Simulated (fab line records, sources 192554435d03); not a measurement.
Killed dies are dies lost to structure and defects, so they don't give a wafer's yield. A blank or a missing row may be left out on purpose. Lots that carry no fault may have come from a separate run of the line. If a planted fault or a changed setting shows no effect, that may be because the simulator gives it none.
A struck lot beside a sound one | flow n5 finfet | 15 out of 1938 route steps
Sound: the wafers L339.1, L339.2, L339.5. Struck: wafer L353.1 (left out: L353.2, L353.6 of the same lot, which were not struck); the cause appears at the end.
Order at every step that has rows: each side's tool, ch and its chambers, its first start. Under that, the readings that differ: sound wafers | struck wafers | difference of the means | sigmas: that difference in standard deviations of wafers without a fault.
alike: words and numbers the same on both sides, and readings whose means are apart by under 2 such deviations; not compared: readings that were withheld, readings missing a value for some wafer, numbers with overlapping values and no deviation given by the record, and bounds like >300 which may hide the same value.
Wherever a step has rows on one side only, a row that says differs or no value, or a row with sigmas, the two part there. Numbers that don't overlap but have no deviation are shown without sigmas and don't part them. A reading that every wafer of one side lacks parts them only if that side has two wafers or more.

first, 6 steps without rows for these wafers: N5_BEOL_M9_COAT_22 (resist thk 30 nm); N5_BEOL_M9_EBR_24; N5_BEOL_M9_SOFTBAKE_23 (time 60 s); N5_BEOL_M9_EXPOSE_25 (exposes mask V8); N5_BEOL_M9_PEB_26 (peb time 60 s); N5_BEOL_M9_DEVELOP_27 (develop time 30 s).
N5_BEOL_M9_CD_MEAS_28 targets a cd of 70 nm.
  sound on cd sem-03 ch 0, day 10 12:20; struck on cd sem-01 ch 0, day 14 15:29
  alike: cd nm
N5_BEOL_M9_OVL_MEAS_29:
  sound on overlay-01 ch 0, day 10 12:22; struck on overlay-01 ch 0, day 14 15:34
  alike: V8_OVL
N5_BEOL_M9_INSPECT_30: inspects for defects (brightfield).
  struck on defect inspect-01, day 14 15:37; sound on defect inspect-01, day 10 12:25
  alike: raw defect count
N5_BEOL_M9_DESCUM_33: chemistry O2, time 7 s.
  sound on rie diel-03 ch 0,1,2, day 10 12:41; struck on rie diel-04 ch 1, day 14 15:50
  alike: drypump motor current A, oes product au, rf vpp V, showerhead plenum p Torr, throttle valve pct
  not compared: rf hours counter h
N5_BEOL_M9_ETCH_76: etches underlayer in N2/H2, target depth 6.5 nm, time 5.2 s.
  sound on rie diel-03 ch 0,1,2, day 10 12:43; struck on rie diel-04 ch 1, day 14 15:52
  alike: bias w, drypump motor current A, etch rf on time s, n2 flow sccm, oes product au, rf vpp V, showerhead plenum p Torr, throttle valve pct
  not compared: rf hours counter h
N5_BEOL_M9_ETCH_65: etches SiARC in CF4, target depth 15.6 nm, time 26 s.
  sound on rie diel-03 ch 0,1,2, day 10 12:44; struck on rie diel-04 ch 1, day 14 15:53
  alike: bias w, drypump motor current A, etch rf on time s, oes product au, rf vpp V, showerhead plenum p Torr, throttle valve pct
  not compared: rf hours counter h
N5_BEOL_M9_ETCH_66: etches SOC in N2/H2, target depth 80 nm, overetch 16 nm, time 120 s.
  sound on rie diel-03 ch 0,1,2, day 10 12:46; struck on rie diel-04 ch 1, day 14 15:55
  reading                                    | sound     | struck | difference | sigmas
  model.SiARC_of_BEOL_M9_COAT_64.thk nm (nm) | 6.2 6.4 6 | 3.8    | -2.4       |
  alike: bias w, drypump motor current A, n2 flow sccm, oes product au, rf vpp V, showerhead plenum p Torr, throttle valve pct
  not compared: rf hours counter h
then, 2 steps without rows for these wafers: N5_BEOL_M9_STRIP_69 (strips in N2/H2); N5_PASSIVATION_PROBE_49.

## WHERE THEY PART
Nowhere in this record.

WHY: whatever the simulator had introduced
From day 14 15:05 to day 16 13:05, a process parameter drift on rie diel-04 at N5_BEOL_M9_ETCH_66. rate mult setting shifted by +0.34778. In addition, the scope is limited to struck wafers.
